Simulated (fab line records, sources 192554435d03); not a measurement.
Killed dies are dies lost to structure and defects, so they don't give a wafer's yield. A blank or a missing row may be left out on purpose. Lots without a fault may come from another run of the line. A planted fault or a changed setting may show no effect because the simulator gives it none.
fab line records | flow n5_finfet
record lots=4 wafers=12 last_day=16
route steps=1938 shown BEOL_M8@1379 BEOL_M9@1401 PASSIVATION@1936
lots that met no fault: from a run of the same line without faults
start_h: hours from the record's first day to the start of the lot's first wafer shown | wait_h: hours since the lot's step before | " the same as in the row above | L1.1+2: a row that stands for several wafers | - no value, or no start given | * or withheld: withheld | < > ~ a bound
route shown NAME@n: a module of which the file shows steps, and the number in the route of the first | usual: mean/standard deviation of fault-free wafers | same: alike in all rows | chamber/n: place in a boat | sites: the reading at each site | _std_site: their standard deviation | _edge_site: outer sites' mean less inner sites' | radius_mm: how far each site lies from the wafer's centre | mask NAME#n: copy n | behind: the tool/chamber that last shaped the wafer | hold: why the lot was held/for how many hours/how that ended | device: the transistor (n, p or np) that didn't switch | end of line: the same wafers' tests at the end of the route | a step without rows: its recipe alone | killed: dies lost to structure and defects at the first sort, not the wafer's yield | map: a wafer's dies, x killed, . not, _ none there
set.NAME: the setting as run; set.NAME@STEP: as run at that earlier step | model.NAME: the simulator's own value behind a step, which no gauge read
lots at some steps of the route; a table a step, a row a wafer
services: from which hour (start_h, from the record's first day; less than 0 if before it) a tool's chamber was out of use, for how many hours, and why
## steps
# step N5_BEOL_M8_STRIP_80
# recipe chemistry=N2/H2 time_s=10 power_w=450 temp_c=40 pressure_mtorr=20 rf_frequency_hz=6e+07 bias_power_w=7 n2_flow_sccm=200 h2_flow_sccm=200
# step N5_BEOL_M8_HM_STRIP_39
# recipe chemistry=peroxide_tin_strip material=TiN target_depth_a=250 temp_c=50 time_s=158
# step N5_BEOL_M8_SRD_40
# recipe time_s=30 temp_c=23 rinse_liquid=diw dry=ipa_marangoni
# step N5_BEOL_M8_PRECLEAN_42
# recipe chemistry=residue_remover time_s=60 temp_c=40
# step N5_BEOL_M8_SRD_43
# recipe time_s=30 temp_c=23 rinse_liquid=diw dry=ipa_marangoni
# step N5_BEOL_M8_CURE_75
# recipe temp_c=370 time_s=120 ambient=DMADMS/He material=SiCOH_lowk
# step N5_BEOL_M8_DEGAS_44
# recipe ambient=vacuum temp_c=250 time_s=60
# step N5_BEOL_M8_PRE_CLEAN_45
# recipe gas=H2/He time_s=30 temp_c=250
# step N5_BEOL_M8_ALD_77
# recipe material=TaN target_thk_a=20 temp_c=275 ald_precursor_family=PDMAT ald_co_reactant=NH3 pressure_torr=3 carrier_flow_sccm=1500 pulse_time_s=2 purge_time_s=3 co_reactant_purge_time_s=2 co_reactant_pulse_time_s=3 ald_cycles=40 precursor_vessel_temp_c=75 precursor_vessel_pressure_torr=26.25 precursor_vessel_carrier_sccm=1000
# step N5_BEOL_M8_SURFACE_TREAT_79
# recipe gas=Ar time_s=* ion_energy_ev=* ion_current_ma_cm2=0.5 pressure_mtorr=* ar_flow_sccm=30
# step N5_BEOL_M8_CVD_78
# recipe material=Co target_thk_a=20 temp_c=withheld precursor=CCTBA/H2 pressure_torr=30 time_s=142.3
# columns lot.wafer tool chamber start_h wait_h
L539.3+4+6 cvd_co-01 1,1,0 218.75 0.1
L544.1+3+4 cvd_co-02 2,1,2 255.97 0.1
L553.1+2+3 cvd_co-01 2,1,0 304.54 0.1
L554.1+5+6 cvd_co-01 1,1,2 324.84 0.0
# step N5_BEOL_M8_SPUTTER_48
# recipe material=Cu target_thk_a=100 temp_c=-20 bias_v=60 power_w=26000 chamber_pressure_pa=0.13 time_s=1.667
# step N5_BEOL_M8_ECD_50
# recipe material=Cu target_thk_a=3000
# step N5_BEOL_M8_ANNEAL_51
# recipe temp_c=225 time_s=90 ambient=N2
# step N5_BEOL_M8_CMP_52
# recipe stop_on=SiCOH_lowk t_overpolish_s=6.9 down_force_psi=1 platen_rpm=50 clearing_platen_down_force_psi=1.5 clearing_platen_rpm=50 post_cmp_clean=cu_alkaline target_thk_nm=80 clearing_platen_pad_velocity_m_s=0.99484 pad_velocity_m_s=0.99484
# step N5_BEOL_M8_PRE_CLEAN_55
# recipe gas=NH3 time_s=15 temp_c=withheld rf_power_w=300
# step N5_BEOL_M8_DEP_56
# recipe material=SiCN target_thk_a=100 temp_c=withheld precursor=3MS/NH3 pressure_torr=3 rf_w=202 time_s=17.5
# step N5_BEOL_M9_ILD_DEP_00
# recipe material=SiCOH_lowk target_thk_a=3085.1 temp_c=300 precursor=DEMS/porogen pressure_torr=5 rf_w=500 time_s=58
# step N5_BEOL_M9_CURE_71
# recipe temp_c=385 time_s=240 ambient=He/Ar material=SiCOH_lowk
# step N5_BEOL_M9_PECVD_70
# recipe material=SiO2 target_thk_a=200 temp_c=400 precursor=TEOS/O2 pressure_torr=5.5 rf_w=450 teos_flow_sccm=53.8 gas=O2 flow_sccm=3000 time_s=22.7
# step N5_BEOL_M9_HM_DEP_02
# recipe material=TiN target_thk_a=200 temp_c=25 chamber_pressure_pa=0.49996
# step N5_BEOL_M9_COAT_59
# recipe resist=SOC temp_c=250 time_s=60 spin_rpm=1500 resist_thk_nm=100
# step N5_BEOL_M9_COAT_60
# recipe resist=SiARC temp_c=220 time_s=60 spin_rpm=1500 resist_thk_nm=30
# step N5_BEOL_M9_COAT_05
# recipe resist=CAR-ArF spin_rpm=1500 resist_thk_nm=90
# step N5_BEOL_M9_EBR_07
# recipe solvent=PGMEA ebr_width_mm=1.5
# step N5_BEOL_M9_SOFTBAKE_06
# recipe temp_c=110 time_s=60 resist=CAR-ArF
# step N5_BEOL_M9_EXPOSE_08
# recipe mask_id=M9 na=1.35 source_shape=dipole sigma_inner=0.411 sigma_outer=0.611 polarization=te dose_mj=53.75
# step N5_BEOL_M9_PEB_09
# recipe peb_temp_c=withheld peb_time_s=60 resist=CAR-ArF
# step N5_BEOL_M9_DEVELOP_10
# recipe develop_time_s=30 developer=TMAH resist=CAR-ArF rinse_liquid=diw dry=air_spin dev_temp_c=23
# step N5_BEOL_M9_DESCUM_16
# recipe chemistry=O2 time_s=7.9 source_power_w=50 bias_power_w=20 pressure_mtorr=20 rf_frequency_hz=2.712e+07 temp_c=40 resist=CAR-ArF o2_flow_sccm=225
# step N5_BEOL_M9_ETCH_61
# recipe chemistry=CF4 target=SiARC target_depth_a=390 mask_material=CAR-ArF time_s=65 ion_energy_ev=80 pressure_mtorr=40 source_w=545 bias_w=36 Ar_flow_sccm=100 cf4_flow_sccm=100 ends=cleared
# step N5_BEOL_M9_ETCH_62
# recipe chemistry=N2/H2 target=SOC target_depth_a=1100 overetch_a=220 mask_material=SiARC temp_c=40 time_s=165 ion_energy_ev=200 pressure_mtorr=30 source_w=840 bias_w=150 n2_flow_sccm=200 h2_flow_sccm=200
# step N5_BEOL_M9_STRIP_68
# recipe chemistry=N2/H2 temp_c=40 n2_flow_sccm=200 h2_flow_sccm=200 rf_frequency_hz=6e+07
# step N5_PASSIVATION_PROBE_49
# usual defect_limited_yield=91.3/1.5 killed_at_M0_to_M3=34/9.4 killed_at_M4_up=13/5.3 killed_at_contacts=13/5.7 killed_at_front_end=40/10 killed_at_other=3.7/2.8 killed_dies=103/17 killed_open=67/13 killed_short=35/8.5 sort_bin_5_function=5.0/0.98 sort_bin_6_memory=3.3/0.7 sort_n_pass=1077/17 sort_yield_pct=91.3/1.5
# same gross_dies=1180 killed_at_back_side=0 sort_bin_4_leakage[%]=0 sort_bin_8_speed[%]=0
# columns lot.wafer tool chamber start_h wait_h defect_limited_yield[%] killed_at_M0_to_M3 killed_at_M4_up killed_at_contacts killed_at_front_end killed_at_other killed_dies killed_open killed_short sort_bin_5_function[%] sort_bin_6_memory[%] sort_n_pass sort_yield_pct[%]
L539.3 prober-01 - 289.61 0.1 91.9 34 11 7 43 0 95 62 30 5.3 2.5 1085 91.9
L539.4 prober-01 - 289.66 0.2 93.4 24 10 5 34 5 78 52 24 4.2 1.9 1102 93.4
L539.6 prober-01 - 289.76 0.3 90.9 33 11 14 39 10 107 74 32 5.8 3.0 1073 90.9
L553.1 prober-02 - 369.78 0.0 85.8 29 88 22 27 1 167 66 23 7.7 4.7 1013 85.8
L553.2 prober-02 - 369.83 0.1 82.5 25 130 8 37 6 206 51 31 11.1 3.9 974 82.5
L553.3 prober-02 - 369.88 0.1 83.1 36 112 14 36 2 200 59 34 10.3 4.0 980 83.1
L554.1 prober-01 - 386.87 0.0 83.6 24 144 7 19 0 194 50 12 10.4 3.3 986 83.6
L554.5 prober-01 - 387.07 0.2 83.5 21 128 10 36 0 195 44 27 10.6 3.6 985 83.5
L554.6 prober-01 - 387.12 0.3 85.8 19 94 13 42 0 168 52 32 8.1 4.1 1012 85.8
# killed by level:class
L539.3 STI_FIN_REVEAL:geometric_particle:open=19 BEOL_M1:geometric_particle:open=10 FIN_SAQP:geometric_particle:short=8 MOL_CONTACT_COAG:geometric_particle:open=6 BEOL_M3:geometric_particle:open=5 GATE_CUT:geometric_particle:short=4 BEOL_M0_SAQP:geometric_particle:open=4 BEOL_M0:geometric_particle:open=4
L539.4 STI_FIN_REVEAL:geometric_particle:open=14 FIN_SAQP:geometric_particle:short=5 BEOL_M0_SAQP:geometric_particle:open=5 BEOL_M2:geometric_particle:open=5 STI_FIN_REVEAL:geometric_particle:short=4 MOL_CONTACT_COAG:geometric_particle:open=4 BEOL_M1:geometric_particle:open=4 BEOL_M4:geometric_particle:open=4
L539.6 STI_FIN_REVEAL:geometric_particle:open=14 BEOL_M1:geometric_particle:open=9 MOL_CONTACT_COAG:geometric_particle:open=8 STARTING-WAFER:geometric_particle:open=7 FIN_SAQP:geometric_particle:short=6 FIN_SAQP:geometric_particle:open=6 MOL_CONTACT_COAG:geometric_particle:short=6 BEOL_M3:geometric_particle:open=6
L553.1 BEOL_M8:unspecified=78 MOL_CONTACT_COAG:geometric_particle:open=21 BEOL_M2:geometric_particle:open=9 BEOL_M0_SAQP:geometric_particle:open=8 FIN_SAQP:geometric_particle:short=6 FIN_SAQP:geometric_particle:open=5 DUMMY_GATE:geometric_particle:open=5 BEOL_M0_SAQP:geometric_particle:short=5
L553.2 BEOL_M8:unspecified=123 STI_FIN_REVEAL:geometric_particle:open=13 BEOL_M2:geometric_particle:open=6 MOL_CONTACT_COAG:geometric_particle:open=6 BEOL_M1:geometric_particle:open=6 STI_FIN_REVEAL:geometric_particle:short=5 FIN_SAQP:geometric_particle:short=4 FIN_SAQP:geometric_particle:open=3
L553.3 BEOL_M8:unspecified=107 STI_FIN_REVEAL:geometric_particle:open=10 MOL_CONTACT_COAG:geometric_particle:open=9 BEOL_M3:geometric_particle:open=9 BEOL_M0_SAQP:geometric_particle:short=7 FIN_SAQP:geometric_particle:short=6 BEOL_M0_SAQP:geometric_particle:open=6 STARTING-WAFER:geometric_particle:short=6
L554.1 BEOL_M8:unspecified=130 BEOL_M3:geometric_particle:open=10 BEOL_M4:geometric_particle:open=8 FIN_SAQP:geometric_particle:open=6 BEOL_M2:geometric_particle:open=6 STI_FIN_REVEAL:geometric_particle:open=4 MOL_CONTACT_COAG:geometric_particle:open=4 BEOL_M1:geometric_particle:open=4
L554.5 BEOL_M8:unspecified=122 FIN_SAQP:geometric_particle:open=9 MOL_CONTACT_COAG:geometric_particle:open=9 BEOL_M3:geometric_particle:open=6 STI_FIN_REVEAL:geometric_particle:open=5 BEOL_M3:geometric_particle:short=5 FIN_SAQP:geometric_particle:short=4 STARTING-WAFER:geometric_particle:short=4
L554.6 BEOL_M8:unspecified=80 FIN_SAQP:geometric_particle:open=9 MOL_CONTACT_COAG:geometric_particle:open=9 FIN_SAQP:geometric_particle:short=7 GATE_CUT:geometric_particle:open=6 BEOL_M2:geometric_particle:open=6 BEOL_M3:geometric_particle:open=5 BEOL_M4:geometric_particle:open=5
# map L553.2 (x killed, . not)
_________________......x.....________________
______________................x._____________
___________..................x.....__________
__________.....x...xx..............._________
________....................xx........_______
_______............x......x.x..........______
______..x..............x....x..........x_____
_____..........x...............x.........____
____..x..x..x....x.........x.....x........___
___......................x.....x....x...x..__
___.x.............................x.......x__
__....x.......x..x.........................x_
__..x.......x..x...x........x.........x....._
_..................x.........x.......x.......
_............x......x.................x......
_..........................x.x...............
_........x.......x............x..............
_.............x..xxx.xxxxx....x.........x...x
_.......x.......x.xxxxxxxx........x.x........
_.....x........xxxxxxxxxxx...................
_............xxxxxxxxxxxxx........x..........
__..........x.xxxxxxxxxxxxxx.....x.........._
__.........x..xxxxxxxxxxxxx..x.......x......_
___...........xxxxxxxxxxxxx.xx.....x....x..__
___...x......xxxxxxxxxxxxx.......x.........__
____....x....x.x.xxxxxxxxx...........x....___
_____...........xx.xxxxxxx........x......____
______............x.x.xxx........x......_____
_______.............x..................______
________.....xx..x....xx.............._______
__________.........................._________
___________.xx........x............__________
______________..x............x.._____________
_________________.....x......________________
# map L554.5 (x killed, . not)
_________________............________________
______________............x....._____________
___________.........x....x.........__________
__________..x......x................_________
________.............................._______
_______..........x...x......x..........______
______.....x.....................x.x...._____
_____.........x....x..x..................____
____......................................___
___.x..x.......x...........................__
___...........x.................x..x.......__
__...........x......x...xx.........x........_
__..........................x....x.........._
_......x.........x...x...x.x....x............
_.....x........................x....x........
_.....x..........x...........................
_................x....x..x...x..........x....
_................xxxxx.xx....................
_...............xxxxxxxxx..x.................
_..............xxxxxxxxxxxx.....x...x..x.....
_.......x.....xxxxxxxxxxxxx...............x..
__..........xxxxxxxxxxxxxxx................._
__....x........xxxxxxxxxxxxx.......x.......x_
___.......x.xxxxxxxxxxxxxx.x.....x.........__
___............xxxxxxxxxxxx..x.........x..x__
____.......x...xxxxxxxxxx..x.x..x........x___
_____......x...xx..xxx.xxxx..............____
______............xxx.x.x...........x..._____
_______...........x.....x..............______
________....x..........xx.......x....._______
__________.........................._________
___________...........x.........x..__________
______________..x..............._____________
_________________x.........x.________________
## services
# columns tool chamber start_h hours kind
cvd_co-02 - 219.85 1.3 repair
cvd_co-01 1 239.62 15.0 repair
cvd_co-01 - 291.13 6.9 pm
## key
first_sign step=N5_PASSIVATION_PROBE_49 reading=killed_at_M4_up direction=up sigmas=20 usual=13 struck=116
effect step=N5_PASSIVATION_PROBE_49 reading=defect_limited_yield direction=down sigmas=4.9 usual=91.3 struck=84.0
more_kills_born_at N5_BEOL_M8_CVD_78@cvd_co-01=640
met_at N5_BEOL_M8_CVD_78
struck_wafers L553.1,L553.2,L553.3,L554.1,L554.5,L554.6
onset_between 218.75 304.54
also_fits time
fault kind=chamber_particle_source tool=cvd_co-01 chamber=- onset_h=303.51 steps=N5_BEOL_M8_CVD_78 rate_per_visit_cm2=0.83868 end_h=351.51
